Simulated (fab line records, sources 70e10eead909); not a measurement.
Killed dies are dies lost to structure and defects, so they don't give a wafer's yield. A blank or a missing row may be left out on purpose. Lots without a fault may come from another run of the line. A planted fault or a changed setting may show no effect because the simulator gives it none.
Chamber matching | flow nand_harc | NHARC_P_M2_PRE_CLEAN_32 on pecvd-02: 3 sister chambers
The step time 12 s. 6 wafers are shown with their chamber, then 11 later ones without.

WAFERS WITH THEIR CHAMBER
wafer  | chamber | heater_power_w (W) | heater_power_outer_w (W)
L087.4 | 2       | 564                | 311
L087.6 | 1       | 521                | 280
L089.1 | 1       | 517                | 280
L089.4 | 2       | 555                | 317
L089.6 | 0       | 467                | 277
L091.2 | 0       | 456                | 259

WAFERS WITHOUT THEIR CHAMBER
wafer  | heater_power_w (W) | heater_power_outer_w (W)
L091.3 | 527                | 290
L091.6 | 457                | 265
L093.3 | 511                | 309
L093.4 | 613                | 347
L093.6 | 501                | 306
L094.1 | 471                | 273
L094.2 | 591                | 339
L094.4 | 589                | 327
L096.2 | 619                | 356
L096.4 | 524                | 307
L096.5 | 583                | 347

WHICH CHAMBER EACH WENT THROUGH
wafer  | from the rows above | in truth
L091.3 | 1                   | 1
L091.6 | 0                   | 0
L093.3 | 1                   | 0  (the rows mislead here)
L093.4 | 2                   | 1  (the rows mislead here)
L093.6 | 1                   | 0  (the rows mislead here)
L094.1 | 0                   | 0
L094.2 | 2                   | 2
L094.4 | 2                   | 2
L096.2 | 2                   | 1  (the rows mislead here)
L096.4 | 1                   | 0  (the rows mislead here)
L096.5 | 2                   | 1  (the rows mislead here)
Placed correctly: 5 of 11. Can't be placed from these rows: 0. Placed wrongly: 6.
How it was worked out, from the rows above alone: a wafer's distance from a chamber is the root of the sum, over the readings, of the square of ((its reading less the chamber's mean) divided by the reading's scatter). The wafer belongs to the nearest chamber; if the next one is less than 2 further off, it can't be placed. A chamber's mean is the mean of its shown wafers. The scatter: the root of (the sum of the squares of (reading less its chamber's mean) over the shown wafers, divided by (wafers less chambers)).
